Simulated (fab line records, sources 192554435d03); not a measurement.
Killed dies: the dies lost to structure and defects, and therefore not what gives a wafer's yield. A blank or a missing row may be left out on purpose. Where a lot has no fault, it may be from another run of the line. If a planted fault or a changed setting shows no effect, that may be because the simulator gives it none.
Which tool is to blame? :: flow n5_finfet :: Sampling: 10 lots, 30 wafers, 2 of 1938 route steps

## WHAT EACH GAUGE READ, for each wafer
N5_PASSIVATION_CD_MEAS_10: the cd target is 3000 nm.
lot: L651
measured: day 13 03:55
on: cd_sem-03
cd_nm (nm): 2999 3001 3002

lot: L652
measured: day 14 02:02
on: cd_sem-03
cd_nm (nm): 3001 3003 3000

lot: L653
measured: day 14 06:16
on: cd_sem-03
cd_nm (nm): 3002 3002 2999

lot: L656
measured: day 14 20:53
on: cd_sem-02
cd_nm (nm): 3000 3004 3001

lot: L657
measured: day 15 03:22
on: cd_sem-01
cd_nm (nm): 2997 2993 2994

lot: L658
measured: day 15 23:07
on: cd_sem-01
cd_nm (nm): 2998 2994 2997

lot: L659
measured: day 16 05:34
on: cd_sem-01
cd_nm (nm): 3002 3003 3002

lot: L664
measured: day 17 13:48
on: cd_sem-02
cd_nm (nm): 3003 2999 2996

lot: L667
measured: day 18 01:45
on: cd_sem-01
cd_nm (nm): 2998 3002 3002

lot: L668
measured: day 18 15:35
on: cd_sem-03
cd_nm (nm): 3006 3003 3000

## WHICH TOOL RAN EACH LOT (tool, then ch and the chambers of the sampled wafers, then the start)
lot: L651
N5_MIM_BOT_ETCH_ETCH_04: rie_diel-01 ch 0,1,2, day 13 02:20

lot: L652
N5_MIM_BOT_ETCH_ETCH_04: rie_diel-06 ch 0,2, day 13 23:09

lot: L653
N5_MIM_BOT_ETCH_ETCH_04: rie_diel-01 ch 1,3, day 14 04:48

lot: L656
N5_MIM_BOT_ETCH_ETCH_04: rie_diel-01 ch 0,3, day 14 18:18

lot: L657
N5_MIM_BOT_ETCH_ETCH_04: rie_diel-01 ch 2,3, day 15 01:15

lot: L658
N5_MIM_BOT_ETCH_ETCH_04: rie_diel-05 ch 0,1,2, day 15 20:03

lot: L659
N5_MIM_BOT_ETCH_ETCH_04: rie_diel-06 ch 1,3, day 16 00:50

lot: L664
N5_MIM_BOT_ETCH_ETCH_04: rie_diel-01 ch 1,2,3, day 17 10:03

lot: L667
N5_MIM_BOT_ETCH_ETCH_04: rie_diel-05 ch 0,1, day 18 00:16

lot: L668
N5_MIM_BOT_ETCH_ETCH_04: rie_diel-06 ch 2,3, day 18 13:08
- N5_MIM_BOT_ETCH_ETCH_04: etches SiNx in CF4/O2, target depth 26 nm, time 13 s.

## THE ANSWER, worked out from the rows above alone
Rule: the usual values come from the lots themselves. The widest of any qualifying gaps counts: lots, ordered by their means at a reading, are off when they make up no more than a third of the lots, leave a main group of 4 or more, and stand apart from it by 3 or more times the standard deviation of that group's means. If all means in a main group match to the digits the tables above print for the reading, that group is not used. Also off: a lot with no number at a reading for which 4 or more lots have one. All remaining lots with rows at the step are treated as sound.
No lot is off at any reading shown: from this, nothing can be told.

## WHAT WAS PUT IN BY THE SIMULATOR
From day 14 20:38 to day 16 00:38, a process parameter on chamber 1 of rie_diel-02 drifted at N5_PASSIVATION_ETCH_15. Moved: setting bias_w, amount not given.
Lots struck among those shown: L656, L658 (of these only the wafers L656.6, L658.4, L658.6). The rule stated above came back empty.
